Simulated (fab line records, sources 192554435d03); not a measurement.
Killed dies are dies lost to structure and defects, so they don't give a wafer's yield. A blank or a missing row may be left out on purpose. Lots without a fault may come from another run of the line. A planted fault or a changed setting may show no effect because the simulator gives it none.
fab line records | flow n5_finfet | part 1 of 2: steps 1 to 23 of 33
record lots=5 wafers=15 last_day=17
route steps=1938 shown BEOL_M4@1065
lots that met no fault: from a run of the same line without faults
start_h: hours from the record's first day to the start of the lot's first wafer shown | wait_h: hours since the lot's step before | " the same as in the row above | L1.1+2: a row that stands for several wafers | - no value, or no start given | * or withheld: withheld | < > ~ a bound
route shown NAME@n: a module of which the file shows steps, and the number in the route of the first | usual: mean/standard deviation of fault-free wafers | same: alike in all rows | chamber/n: place in a boat | sites: the reading at each site | _std_site: their standard deviation | _edge_site: outer sites' mean less inner sites' | radius_mm: how far each site lies from the wafer's centre | mask NAME#n: copy n | behind: the tool/chamber that last shaped the wafer | hold: why the lot was held/for how many hours/how that ended | device: the transistor (n, p or np) that didn't switch | end of line: the same wafers' tests at the end of the route | a step without rows: its recipe alone | killed: dies lost to structure and defects at the first sort, not the wafer's yield | map: a wafer's dies, x killed, . not, _ none there
set.NAME: the setting as run; set.NAME@STEP: as run at that earlier step | model.NAME: the simulator's own value behind a step, which no gauge read
lots at some steps of the route; a table a step, a row a wafer
services: from which hour (start_h, from the record's first day; less than 0 if before it) a tool's chamber was out of use, for how many hours, and why
## steps
# step N5_BEOL_M4_STRIP_71
# recipe chemistry=N2/H2 temp_c=40 n2_flow_sccm=200 h2_flow_sccm=200 rf_frequency_hz=6e+07
# columns lot.wafer tool chamber start_h wait_h
L076.2+3+6 rie_diel-03 2,1,2 219.78 0.0
L080.2+3+5 rie_diel-04 2,0,0 256.06 0.0
L081.2+5+6 rie_diel-03 0,3,0 265.27 0.0
L085.1+5+6 rie_diel-04 0,0,1 282.47 0.0
L087.3+4+6 rie_diel-01 3,1,0 282.55 0.0
# step N5_BEOL_M4_STRIP_78
# recipe chemistry=N2/H2 temp_c=40 n2_flow_sccm=200 h2_flow_sccm=200 rf_frequency_hz=6e+07
# columns lot.wafer tool chamber start_h wait_h
L076.2+3+6 rie_diel-03 2,1,2 219.79 0.0
L080.2+3+5 rie_diel-04 2,0,0 256.07 0.0
L081.2+5+6 rie_diel-03 0,3,0 265.28 0.0
L085.1+5+6 rie_diel-04 0,0,1 282.48 0.0
L087.3+4+6 rie_diel-01 3,1,0 282.56 0.0
# step N5_BEOL_M4_VIA_ETCH_34
# recipe chemistry=C4F6/O2 target_depth_a=694 mask_material=SOC pressure_mtorr=15 ion_energy_ev=250 taper_deg=4 time_s=65.9 source_w=350 bias_w=170 Ar_flow_sccm=300 C4F6_flow_sccm=10 O2_flow_sccm=10
# usual drypump_motor_current_A=5.9/0.48 oes_product_au=0.80/0.095 rf_vpp_V=669/10 showerhead_plenum_p_Torr=2.83/0.11 throttle_valve_pct=30.7/0.35
# columns lot.wafer tool chamber start_h wait_h drypump_motor_current_A oes_product_au rf_hours_counter_h rf_vpp_V showerhead_plenum_p_Torr throttle_valve_pct
L076.2 rie_diel-03 2 219.80 0.0 5.3 0.75 140 671 2.74 30.3
L076.3 " 1 " " 5.2 0.94 8 669 2.91 30.3
L076.6 " 2 " " 5.3 0.76 - 672 2.74 30.3
L080.2 rie_diel-04 2 256.08 0.0 5.6 0.69 218 686 2.70 31.0
L080.3 " 0 " " 6.0 0.72 165 661 2.84 31.3
L080.5 " 0 " " 6.0 0.72 - 661 2.84 31.2
L081.2 rie_diel-03 0 265.29 0.0 5.6 0.97 3 678 3.03 30.6
L081.5 " 3 " " 6.5 0.67 - 662 2.90 30.8
L081.6 " 0 " " 5.6 0.96 - 678 3.03 30.6
L085.1 rie_diel-04 0 282.49 0.0 6.0 0.72 175 661 2.84 31.3
L085.5 " 0 " " 6.0 0.73 - 660 2.84 31.3
L085.6 " 1 " " 6.4 0.86 - 684 2.90 30.5
L087.3 rie_diel-01 3 282.57 0.0 5.9 0.86 75 664 2.77 30.5
L087.4 " 1 " " 5.8 0.85 61 671 2.75 30.6
L087.6 " 0 " " 6.4 0.68 - 651 2.93 31.2
# step N5_BEOL_M4_STRIP_83
# recipe chemistry=C4F6/O2 resist=SiARC rf_frequency_hz=6e+07
# columns lot.wafer tool chamber start_h wait_h
L076.2+3+6 rie_diel-03 2,1,2 219.85 0.0
L080.2+3+5 rie_diel-04 2,0,0 256.13 0.0
L081.2+5+6 rie_diel-03 0,3,0 265.34 0.0
L085.1+5+6 rie_diel-04 0,0,1 282.54 0.0
L087.3+4+6 rie_diel-01 3,1,0 282.62 0.0
# step N5_BEOL_M4_STRIP_36
# recipe chemistry=N2/H2 power_w=450 temp_c=40 pressure_mtorr=20 rf_frequency_hz=6e+07 overash_fraction=0.3 bias_power_w=7 h2_frac=0.5 n2_flow_sccm=200 h2_flow_sccm=200
# usual drypump_motor_current_A=5.9/0.48 oes_product_au=0.80/0.098 rf_vpp_V=59.3/1.4 showerhead_plenum_p_Torr=2.53/0.1 throttle_valve_pct=23.6/0.43
# columns lot.wafer tool chamber start_h wait_h drypump_motor_current_A oes_product_au rf_hours_counter_h rf_vpp_V showerhead_plenum_p_Torr throttle_valve_pct
L076.2 rie_diel-03 2 219.86 0.0 5.3 0.74 140 58.9 2.44 23.3
L076.3 " 1 " " 5.2 0.93 8 60.2 2.60 23.3
L076.6 " 2 " " 5.3 0.75 - 60.8 2.44 23.3
L080.2 rie_diel-04 2 256.14 0.0 5.6 0.70 218 59.6 2.40 24.0
L080.3 " 0 " " 6.0 0.73 165 60.5 2.53 24.2
L080.5 " 0 " " 6.0 0.72 - 60.1 2.53 24.2
L081.2 rie_diel-03 0 265.35 0.0 5.7 0.99 3 59.7 2.73 23.6
L081.5 " 3 " " 6.5 0.68 - 59.7 2.61 24.0
L081.6 " 0 " " 5.7 0.99 - 61.0 2.73 23.5
L085.1 rie_diel-04 0 282.55 0.0 6.0 0.72 175 57.0 2.53 24.2
L085.5 " 0 " " 6.0 0.72 - 58.4 2.53 24.2
L085.6 " 1 " " 6.4 0.86 - 60.4 2.59 23.4
L087.3 rie_diel-01 3 282.63 0.0 6.0 0.86 75 56.1 2.44 23.0
L087.4 " 1 " " 5.8 0.85 61 59.8 2.47 23.6
L087.6 " 0 " " 6.4 0.68 - 59.9 2.60 23.9
# step N5_BEOL_M4_TRENCH_ETCH_37
# recipe chemistry=C4F6/O2 target_depth_a=555.55 target=SiOC time_s=29.2 ion_energy_ev=250 pressure_mtorr=30 source_w=355 bias_w=185 Ar_flow_sccm=300 C4F6_flow_sccm=10 O2_flow_sccm=10
# usual drypump_motor_current_A=5.9/0.48 oes_product_au=0.80/0.096 rf_vpp_V=669/11 showerhead_plenum_p_Torr=2.84/0.11 throttle_valve_pct=20.8/0.33
# columns lot.wafer tool chamber start_h wait_h drypump_motor_current_A oes_product_au rf_hours_counter_h rf_vpp_V showerhead_plenum_p_Torr throttle_valve_pct
L076.2 rie_diel-03 2 - - 5.3 0.76 140 671 2.75 20.6
L076.3 " 1 " " 5.2 0.95 8 669 2.91 20.5
L076.6 " 2 " " 5.3 0.75 - 673 2.74 20.5
L080.2 rie_diel-04 2 - - 5.6 0.69 218 687 2.70 21.1
L080.3 " 0 " " 6.0 0.73 165 660 2.85 21.3
L080.5 " 0 " " 6.0 0.72 - 661 2.85 21.3
L081.2 rie_diel-03 0 - - 5.7 0.98 3 678 3.04 20.6
L081.5 " 3 " " 6.5 0.68 - 662 2.90 20.8
L081.6 " 0 " " 5.6 0.98 - 678 3.04 20.5
L085.1 rie_diel-04 0 - - 6.0 0.72 175 661 2.84 21.3
L085.5 " 0 " " 6.0 0.72 - 660 2.84 21.3
L085.6 " 1 " " 6.4 0.84 - 683 2.90 20.6
L087.3 rie_diel-01 3 - - 5.9 0.86 75 662 2.78 20.5
L087.4 " 1 " " 5.7 0.86 61 672 2.75 20.8
L087.6 " 0 " " 6.4 0.68 - 653 2.93 21.2
# step N5_BEOL_M4_ETCH_41
# recipe chemistry=CH3F/O2 target=SiCN target_depth_a=299 taper_deg=2 time_s=52.5 ion_energy_ev=120 mask_material=TiN pressure_mtorr=30 source_w=395 bias_w=75 Ar_flow_sccm=150 CH3F_flow_sccm=30 O2_flow_sccm=20
# usual drypump_motor_current_A=5.9/0.48 oes_product_au=0.80/0.096 rf_vpp_V=297.2/1.8 showerhead_plenum_p_Torr=1.99/0.077 throttle_valve_pct=16.3/0.34
# columns lot.wafer tool chamber start_h wait_h drypump_motor_current_A oes_product_au rf_hours_counter_h rf_vpp_V showerhead_plenum_p_Torr throttle_valve_pct
L076.2 rie_diel-03 2 - - 5.3 0.76 140 297.6 1.93 16.1
L076.3 " 1 " " 5.2 0.93 8 298.7 2.05 15.9
L076.6 " 2 " " 5.3 0.75 - 294.1 1.93 16.1
L080.2 rie_diel-04 2 - - 5.6 0.70 218 295.7 1.90 16.6
L080.3 " 0 " " 6.0 0.72 165 296.4 2.00 16.8
L080.5 " 0 " " 6.0 0.72 - 297.0 2.00 16.8
L081.2 rie_diel-03 0 - - 5.6 0.98 3 299.5 2.14 16.0
L081.5 " 3 " " 6.5 0.68 - 298.3 2.04 16.4
L081.6 " 0 " " 5.7 0.98 - 300.8 2.14 15.9
L085.1 rie_diel-04 0 - - 6.0 0.72 175 297.9 2.00 16.8
L085.5 " 0 " " 6.0 0.71 - 296.8 1.99 16.8
L085.6 " 1 " " 6.4 0.84 - 298.0 2.04 16.0
L087.3 rie_diel-01 3 - - 5.9 0.87 75 297.0 1.95 15.9
L087.4 " 1 " " 5.8 0.85 61 296.9 1.93 16.3
L087.6 " 0 " " 6.4 0.68 - 298.1 2.06 16.7
# step N5_BEOL_M4_STRIP_97
# recipe chemistry=N2/H2 time_s=10 power_w=450 temp_c=40 pressure_mtorr=20 rf_frequency_hz=6e+07 bias_power_w=7 n2_flow_sccm=200 h2_flow_sccm=200
# usual drypump_motor_current_A=5.9/0.48 oes_product_au=0.80/0.098 rf_vpp_V=59.1/0.96 showerhead_plenum_p_Torr=2.53/0.1 throttle_valve_pct=23.6/0.43
# columns lot.wafer tool chamber start_h wait_h drypump_motor_current_A oes_product_au rf_hours_counter_h rf_vpp_V showerhead_plenum_p_Torr throttle_valve_pct
L076.2 rie_diel-03 2 - - 5.3 0.75 140 59.0 2.44 23.3
L076.3 " 1 " " 5.2 0.93 8 58.0 2.60 23.3
L076.6 " 2 " " 5.3 0.74 - 59.0 2.44 23.3
L080.2 rie_diel-04 2 - - 5.6 0.69 218 58.0 2.40 24.0
L080.3 " 0 " " 6.0 0.72 165 60.1 2.53 24.2
L080.5 " 0 " " 6.0 0.72 - 60.2 2.53 24.2
L081.2 rie_diel-03 0 - - 5.6 0.98 3 59.7 2.73 23.6
L081.5 " 3 " " 6.5 0.69 - 60.0 2.61 24.0
L081.6 " 0 " " 5.7 0.98 - 61.8 2.73 23.6
L085.1 rie_diel-04 0 - - 6.0 0.72 175 58.4 2.53 24.2
L085.5 " 0 " " 6.0 0.72 - 58.8 2.53 24.2
L085.6 " 1 " " 6.4 0.87 - 60.4 2.59 23.5
L087.3 rie_diel-01 3 - - 5.9 0.87 75 58.7 2.44 23.0
L087.4 " 1 " " 5.8 0.85 61 60.7 2.47 23.6
L087.6 " 0 " " 6.4 0.68 - 59.5 2.60 23.9
# step N5_BEOL_M4_OCD_MEAS_38
# usual trench_depth_nm=55.0/1.1
# columns lot.wafer tool chamber start_h wait_h trench_depth_nm
L076.2 ocd-02 - 220.06 - 55.3
L076.3 " - " " 54.7
L076.6 " - " " 55.1
L080.2 ocd-01 - 256.33 - 54.5
L080.3 " - " " 54.3
L080.5 " - " " 53.1
L081.2 ocd-01 - 265.54 - 56.1
L081.5 " - " " 53.5
L081.6 " - " " 56.4
L085.1 ocd-01 - 282.74 - 54.4
L085.5 " - " " 53.8
L085.6 " - " " 54.6
L087.3 ocd-01 - 282.82 - 57.2
L087.4 " - " " 56.5
L087.6 " - " " 53.7
# step N5_BEOL_M4_HM_STRIP_39
# recipe chemistry=peroxide_tin_strip material=TiN target_depth_a=250 temp_c=50 time_s=158
# columns lot.wafer tool chamber start_h wait_h
L076.2+3+6 wet_bench-04 3,5,4 220.09 0.0
L080.2+3+5 wet_bench-02 1,2,3 256.36 0.0
L081.2+5+6 wet_bench-01 2,4,6 265.58 0.0
L085.1+5+6 wet_bench-02 5,3,0 282.77 0.0
L087.3+4+6 wet_bench-04 0,2,5 282.85 0.0
# step N5_BEOL_M4_SRD_40
# recipe time_s=30 temp_c=23 rinse_liquid=diw dry=ipa_marangoni
# columns lot.wafer tool chamber start_h wait_h
L076.2+3+6 wet_bench-04 3,5,4 220.14 0.0
L080.2+3+5 wet_bench-02 1,2,3 256.41 0.0
L081.2+5+6 wet_bench-01 2,4,6 265.62 0.0
L085.1+5+6 wet_bench-02 5,3,0 282.82 0.0
L087.3+4+6 wet_bench-04 0,2,5 282.90 0.0
# step N5_BEOL_M4_PRECLEAN_42
# recipe chemistry=residue_remover time_s=60 temp_c=40
# columns lot.wafer tool chamber start_h wait_h
L076.2+3+6 wet_bench-04 3,5,4 220.15 0.0
L080.2+3+5 wet_bench-02 1,2,3 256.43 0.0
L081.2+5+6 wet_bench-01 2,4,6 265.64 0.0
L085.1+5+6 wet_bench-02 5,3,0 282.84 0.0
L087.3+4+6 wet_bench-04 0,2,5 282.92 0.0
# step N5_BEOL_M4_SRD_43
# recipe time_s=30 temp_c=23 rinse_liquid=diw dry=ipa_marangoni
# columns lot.wafer tool chamber start_h wait_h
L076.2+3+6 wet_bench-04 3,5,4 220.17 0.0
L080.2+3+5 wet_bench-02 1,2,3 256.44 0.0
L081.2+5+6 wet_bench-01 2,4,6 265.66 0.0
L085.1+5+6 wet_bench-02 5,3,0 282.85 0.0
L087.3+4+6 wet_bench-04 0,2,5 282.93 0.0
# step N5_BEOL_M4_CD_MEAS_35
# recipe target_cd_nm=18 target_cd_y_nm=22.4 polarity=opening
# usual cd_nm=17.9/0.37
# columns lot.wafer tool chamber start_h wait_h cd_nm
L076.2 cd_sem-02 - 220.21 0.0 17.9
L076.3 " - " " 17.7
L076.6 " - " " 17.7
L080.2 cd_sem-03 - 256.49 0.0 17.5
L080.3 " - " " 17.5
L080.5 " - " " 17.8
L081.2 cd_sem-01 - 265.70 0.0 18.0
L081.5 " - " " 18.1
L081.6 " - " " 17.3
L085.1 cd_sem-01 - 282.89 0.0 18.2
L085.5 " - " " 18.5
L085.6 " - " " 18.4
L087.3 cd_sem-02 - 282.98 0.0 17.4
L087.4 " - " " 17.9
L087.6 " - " " 18.0
# step N5_BEOL_M4_DEGAS_44
# recipe ambient=vacuum temp_c=250 time_s=60
# usual heater_power_w=313/37
# columns lot.wafer tool chamber start_h wait_h heater_power_w
L076.2 pvd_sputter-01 - 220.55 0.3 354
L076.3 " - " " 355
L076.6 " - " " 359
L080.2 pvd_sputter-01 - 256.81 0.3 293
L080.3 " - " " 356
L080.5 " - " " 349
L081.2 pvd_sputter-02 - 265.84 0.1 280
L081.5 " - " " 283
L081.6 " - " " 331
L085.1 pvd_sputter-01 - 283.11 0.2 357
L085.5 " - " " 355
L085.6 " - " " 301
L087.3 pvd_sputter-01 - 283.19 0.2 357
L087.4 " - " " 300
L087.6 " - " " 319
# step N5_BEOL_M4_PRE_CLEAN_45
# recipe gas=H2/He time_s=30 temp_c=250
# usual heater_power_w=313/37
# columns lot.wafer tool chamber start_h wait_h heater_power_w
L076.2 pvd_sputter-01 - 220.59 0.0 356
L076.3 " - " " 345
L076.6 " - " " 362
L080.2 pvd_sputter-01 - 256.85 0.0 298
L080.3 " - " " 347
L080.5 " - " " 349
L081.2 pvd_sputter-02 - 265.88 0.0 278
L081.5 " - " " 288
L081.6 " - " " 325
L085.1 pvd_sputter-01 - 283.15 0.0 350
L085.5 " - " " 354
L085.6 " - " " 287
L087.3 pvd_sputter-01 - 283.23 0.0 357
L087.4 " - " " 291
L087.6 " - " " 317
# step N5_BEOL_M4_ALD_84
# recipe material=TaN target_thk_a=* temp_c=275 ald_precursor_family=PDMAT ald_co_reactant=NH3 pressure_torr=3 carrier_flow_sccm=1500 pulse_time_s=2 purge_time_s=3 co_reactant_purge_time_s=2 co_reactant_pulse_time_s=3 ald_cycles=30 precursor_vessel_temp_c=75 precursor_vessel_pressure_torr=26.25 precursor_vessel_carrier_sccm=1000
# usual heater_power_w=431/52
# columns lot.wafer tool chamber start_h wait_h heater_power_w
L076.2 ald_metal-04 3 220.66 0.0 476
L076.3 " 0 " " 520
L076.6 " 2 " " 411
L080.2 ald_metal-03 3 256.92 0.1 437
L080.3 " 2 " " 477
L080.5 " 3 " " 422
L081.2 ald_metal-02 3 265.94 0.0 369
L081.5 " 3 " " 371
L081.6 " 2 " " 343
L085.1 ald_metal-04 0 283.21 0.0 504
L085.5 " 1 " " 414
L085.6 " 0 " " 518
L087.3 ald_metal-02 2 283.32 0.1 335
L087.4 " 0 " " 469
L087.6 " 2 " " 339
# step N5_BEOL_M4_SURFACE_TREAT_85
# recipe gas=Ar time_s=* ion_energy_ev=* ion_current_ma_cm2=0.5 pressure_mtorr=* ar_flow_sccm=30
# usual throttle_valve_pct=*
# columns lot.wafer tool chamber start_h wait_h throttle_valve_pct
L076.2 pvd_sputter-02 - 220.88 0.1 *
L076.3 " - " " *
L076.6 " - " " *
L080.2 pvd_sputter-02 - 257.20 0.2 *
L080.3 " - " " *
L080.5 " - " " *
L081.2 pvd_sputter-01 - 266.45 0.4 *
L081.5 " - " " *
L081.6 " - " " *
L085.1 pvd_sputter-01 - 283.44 0.1 *
L085.5 " - " " *
L085.6 " - " " *
L087.3 pvd_sputter-03 - 283.56 0.1 *
L087.4 " - " " *
L087.6 " - " " *
# step N5_BEOL_M4_CVD_47
# recipe material=Co target_thk_a=30 temp_c=withheld precursor=CCTBA/H2 pressure_torr=30 time_s=223.8
# columns lot.wafer tool chamber start_h wait_h
L076.2+3+6 cvd_co-01 0,2,1 220.94 0.0
L080.2+3+5 cvd_co-01 1,0,2 257.28 0.1
L081.2+5+6 cvd_co-01 0,2,1 266.51 0.0
L085.1+5+6 cvd_co-02 2,2,1 283.50 0.0
L087.3+4+6 cvd_co-02 1,0,1 283.67 0.1
# step N5_BEOL_M4_SPUTTER_48
# recipe material=Cu target_thk_a=45 temp_c=-20 chamber_pressure_pa=0.07 power_w=withheld time_s=8.29
# usual chuck_sensor_temp_C=-15.8/0.41 throttle_valve_pct=29.9/1.1
# columns lot.wafer tool chamber start_h wait_h chuck_sensor_temp_C throttle_valve_pct
L076.2 pvd_sputter-03 - 221.10 0.1 -16.1 30.8
L076.3 " - " " -15.9 28.6
L076.6 " - " " -16.1 30.7
L080.2 pvd_sputter-01 - 257.57 0.2 -15.9 30.1
L080.3 " - " " -16.4 29.6
L080.5 " - " " -15.9 30.2
L081.2 pvd_sputter-02 - 266.68 0.1 -15.7 29.8
L081.5 " - " " -15.2 31.6
L081.6 " - " " -16.1 29.9
L085.1 pvd_sputter-03 - 283.71 0.1 -15.9 28.6
L085.5 " - " " -16.1 30.7
L085.6 " - " " -15.1 30.3
L087.3 pvd_sputter-01 - 284.08 0.3 -15.6 27.6
L087.4 " - " " -15.8 30.8
L087.6 " - " " -15.6 27.7
# step N5_BEOL_M4_ANNEAL_49
# recipe temp_c=400 time_s=240 ambient=vacuum
# usual heater_power_w=789/92
# columns lot.wafer tool chamber start_h wait_h heater_power_w
L076.2 pvd_sputter-03 - 221.18 0.0 686
L076.3 " - " " 866
L076.6 " - " " 720
L080.2 pvd_sputter-01 - 257.65 0.0 792
L080.3 " - " " 856
L080.5 " - " " 796
L081.2 pvd_sputter-02 - 266.76 0.0 969
L081.5 " - " " 685
L081.6 " - " " 819
L085.1 pvd_sputter-03 - 283.79 0.0 866
L085.5 " - " " 712
L085.6 " - " " 684
L087.3 pvd_sputter-01 - 284.16 0.0 866
L087.4 " - " " 739
L087.6 " - " " 908
# step N5_BEOL_M4_SPUTTER_79
# recipe material=Cu target_thk_a=45 temp_c=-20 chamber_pressure_pa=0.07 power_w=withheld time_s=8.29
# usual chuck_sensor_temp_C=-15.8/0.39 throttle_valve_pct=29.9/1.1
# columns lot.wafer tool chamber start_h wait_h chuck_sensor_temp_C throttle_valve_pct
L076.2 pvd_sputter-03 - 221.32 0.1 -16.2 30.5
L076.3 " - " " -16.0 28.5
L076.6 " - " " -16.3 30.3
L080.2 pvd_sputter-01 - 257.79 0.1 -15.8 30.2
L080.3 " - " " -16.6 29.4
L080.5 " - " " -15.7 30.1
L081.2 pvd_sputter-02 - 266.90 0.1 -15.5 29.9
L081.5 " - " " -15.2 32.0
L081.6 " - " " -15.9 30.0
L085.1 pvd_sputter-03 - 283.93 0.1 -16.0 28.6
L085.5 " - " " -16.0 30.7
L085.6 " - " " -15.3 30.5
L087.3 pvd_sputter-01 - 284.30 0.1 -15.8 27.8
L087.4 " - " " -15.9 30.9
L087.6 " - " " -15.9 27.8
# step N5_BEOL_M4_ANNEAL_80
# recipe temp_c=400 time_s=240 ambient=vacuum
# usual heater_power_w=788/95
# columns lot.wafer tool chamber start_h wait_h heater_power_w
L076.2 pvd_sputter-03 - 221.40 0.0 713
L076.3 " - " " 861
L076.6 " - " " 703
L080.2 pvd_sputter-01 - 257.87 0.0 805
L080.3 " - " " 893
L080.5 " - " " 793
L081.2 pvd_sputter-02 - 266.98 0.0 954
L081.5 " - " " 698
L081.6 " - " " 807
L085.1 pvd_sputter-03 - 284.01 0.0 868
L085.5 " - " " 720
L085.6 " - " " 668
L087.3 pvd_sputter-01 - 284.38 0.0 861
L087.4 " - " " 731
L087.6 " - " " 887
